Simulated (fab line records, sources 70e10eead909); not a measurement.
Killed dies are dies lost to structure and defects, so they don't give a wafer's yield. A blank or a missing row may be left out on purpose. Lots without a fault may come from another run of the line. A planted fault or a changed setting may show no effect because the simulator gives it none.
A struck lot beside a sound one | flow nand_harc | 25 steps out of a route of 1302
Sound: wafers L851.2, L851.4, L851.5. Struck: wafers L846.1, L846.3, L846.4. The cause comes at the end.
At each step with rows: each side's tool, then ch and its chambers, then its first start. Under that, the readings that differ: sound wafers | struck wafers | difference of the means | sigmas: that difference in standard deviations of wafers without a fault.
alike: readings whose means differ by less than 2 such deviations, and words and numbers that are the same on both sides. not compared: withheld readings, readings that some wafer has no value for, bounds like >300 that may hide the same value, and numbers for which the record gives no deviation and whose values overlap.
The two part at a step that has a row with sigmas, a row that says differs or no value, or rows on one side only. Numbers that don't overlap but have no deviation are shown without sigmas and don't part them. A reading that every wafer of one side lacks parts them only if that side has two wafers or more.

first, 3 steps without rows for these wafers: NHARC_A_CHANNEL_HOLE_D2_DESCUM_15 (chemistry O2, time 3 s); NHARC_A_CHANNEL_HOLE_D2_ETCH_38 (etches the open film in CF4, target depth 39 nm, time 65 s); NHARC_A_CHANNEL_HOLE_D2_ETCH_39 (etches the open film in N2/H2, target depth 260 nm, time 325 s).
NHARC_A_CHANNEL_HOLE_D2_ETCH_34: etches the open film in CF4/CHF3, target depth 154 nm, time 77 s.
  sound on rie_diel-09 ch 0,1,3; struck on rie_diel-08 ch 0,2,3
  alike: bias_w, cf4_flow_sccm, drypump_motor_current_A, oes_product_au, rf_vpp_V, showerhead_plenum_p_Torr, throttle_valve_pct
  not compared: rf_hours_counter_h
then, 1 step without rows for these wafers: NHARC_A_CHANNEL_HOLE_D2_ETCH_16 (etches the open film in O2/COS, target depth 3100 nm, time 806 s).
NHARC_A_CHANNEL_HOLE_D2_CD_MEAS_18:
  sound on cd_sem-02, day 19 16:02; struck on cd_sem-02, day 17 22:35
  alike: cd_nm
then, 1 step without rows for these wafers: NHARC_A_CHANNEL_HOLE_D2_ETCH_19 (etches the open film in C4F8/O2/Ar, time 34.5 s).
NHARC_A_CHANNEL_HOLE_D2_ETCH_20: etches the open film in C4F8/O2/Ar, time 361.9 s, target depth 1600 nm.
  sound on har_etch-01 ch 0,1, day 19 17:34; struck on har_etch-01 ch 0,1, day 17 22:46
  alike: c4f8_flow_sccm, chamber_pressure_mTorr, drypump_motor_current_A, showerhead_plenum_p_Torr, throttle_valve_pct
  not compared: rf_hours_counter_h
then, 3 steps without rows for these wafers: NHARC_A_CHANNEL_HOLE_D2_ETCH_21 (etches the open film in C4F8/O2/Ar, time 514.3 s, target depth 1600 nm); NHARC_A_CHANNEL_HOLE_D2_ETCH_22 (etches the open film in C4F8/O2/Ar, time 666.7 s, target depth 1600 nm); NHARC_A_CHANNEL_HOLE_D2_ETCH_23 (etches the open film in C4F8/O2/Ar, time 819 s, target depth 1600 nm).
NHARC_A_CHANNEL_HOLE_D2_ETCH_24: etches the open film in C4F8/O2/Ar, time 906.2 s, target depth 1500 nm.
  sound on har_etch-01 ch 0,1, day 19 19:35; struck on har_etch-01 ch 0,1, day 18 00:48
  alike: c4f8_flow_sccm, chamber_pressure_mTorr, drypump_motor_current_A, showerhead_plenum_p_Torr, throttle_valve_pct
  not compared: rf_hours_counter_h
NHARC_A_CHANNEL_HOLE_D2_ETCH_25: etches the open film in C4F8/O2/Ar, time 1040.2 s, target depth 1500 nm.
  sound on har_etch-01 ch 0,1, day 19 20:21; struck on har_etch-01 ch 0,1, day 18 01:35
  no value came back on the struck wafers for any of 5 readings (c4f8_flow_sccm (sccm), chamber_pressure_mTorr (mTorr) and others); on the sound wafers c4f8_flow_sccm (sccm) reads 93.54 93.91 94.05
  not compared: rf_hours_counter_h
NHARC_A_CHANNEL_HOLE_D2_ETCH_26: etches the open film in C4F8/O2/Ar, time 224.1 s, target depth 300 nm.
  sound on har_etch-01 ch 0,1, day 19 21:14; struck on har_etch-01 ch 0,1, day 18 02:27
  alike: bias_v, c4f8_flow_sccm, drypump_motor_current_A, showerhead_plenum_p_Torr, throttle_valve_pct
  not compared: rf_hours_counter_h
then, 4 steps without rows for these wafers: NHARC_A_CHANNEL_HOLE_D2_ETCH_27 (etches the open film in C4F8/O2/Ar, time 90 s, target depth 400 nm); NHARC_A_CHANNEL_HOLE_D2_STRIP_41 (strips in N2/H2); NHARC_A_CHANNEL_HOLE_D2_STRIP_42 (strips in CF4/CHF3); NHARC_A_CHANNEL_HOLE_D2_STRIP_43 (strips in O2/COS).
NHARC_A_CHANNEL_HOLE_D2_ETCH_44: etches the open film in CF4/O2, target depth 140 nm, overetch 14 nm, time 77 s.
  sound on rie_diel-08 ch 1,2,3, day 19 22:11; struck on rie_diel-08 ch 0,2,3, day 18 03:24
  reading                            | sound             | struck           | difference | sigmas
  model.A_CHANNEL_HOLE_D2.cd_nm (nm) | 90.19 88.46 90.44 | 96.3 100.3 100.5 | +9.3       |
  alike: bias_w, cf4_flow_sccm, drypump_motor_current_A, oes_product_au, rf_vpp_V, showerhead_plenum_p_Torr, throttle_valve_pct
  not compared: rf_hours_counter_h
NHARC_A_CHANNEL_HOLE_D2_STRIP_28: strips in O2.
  sound on rie_diel-08 ch 0,2; struck on rie_diel-08 ch 0,1,3
  alike: drypump_motor_current_A, oes_product_au, rf_vpp_V, showerhead_plenum_p_Torr, throttle_valve_pct
  not compared: rf_hours_counter_h
then, 2 steps without rows for these wafers: NHARC_A_CHANNEL_HOLE_D2_PRECLEAN_29 (cleans in SC1); NHARC_A_CHANNEL_HOLE_D2_SRD_30.
NHARC_A_CHANNEL_HOLE_D2_CD_MEAS_31:
  sound on cd_sem-01, day 19 22:59; struck on cd_sem-02, day 18 04:11
  reading    | sound          | struck       | difference | sigmas
  cd_nm (nm) | 88.8 88.7 90.7 | 1.1 0.3 -0.4 | -89.1      | -59
NHARC_A_CHANNEL_HOLE_D2_XSEM_32:
  sound on xsem-01 ch 0, day 19 23:04; struck on xsem-01 ch 0, day 18 04:17
  reading        | sound          | struck         | difference | sigmas
  bot_cd_nm (nm) | 75.3 74.1 76.6 | 0.9 0.2 0.0    | -75.0      | -47
  bow_nm (nm)    | 8.39 8.35 8.41 | 0.38 0.38 0.38 | -8.00      | -30
  alike: tilt_deg
NHARC_A_CHANNEL_HOLE_D2_INSPECT_40:
  sound on defect_inspect-02, day 19 23:10; struck on defect_inspect-02, day 18 04:22
  reading          | sound       | struck      | difference | sigmas
  raw_defect_count | 684 393 390 | 215 254 244 | -251       | -3

WHERE THEY PART
First at NHARC_A_CHANNEL_HOLE_D2_ETCH_25; last, within this record, at NHARC_A_CHANNEL_HOLE_D2_INSPECT_40.

WHY: what the simulator had put in
Skipped step whole: har_etch-01, from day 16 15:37 on, at NHARC_A_CHANNEL_HOLE_D2_ETCH_25. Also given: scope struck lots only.
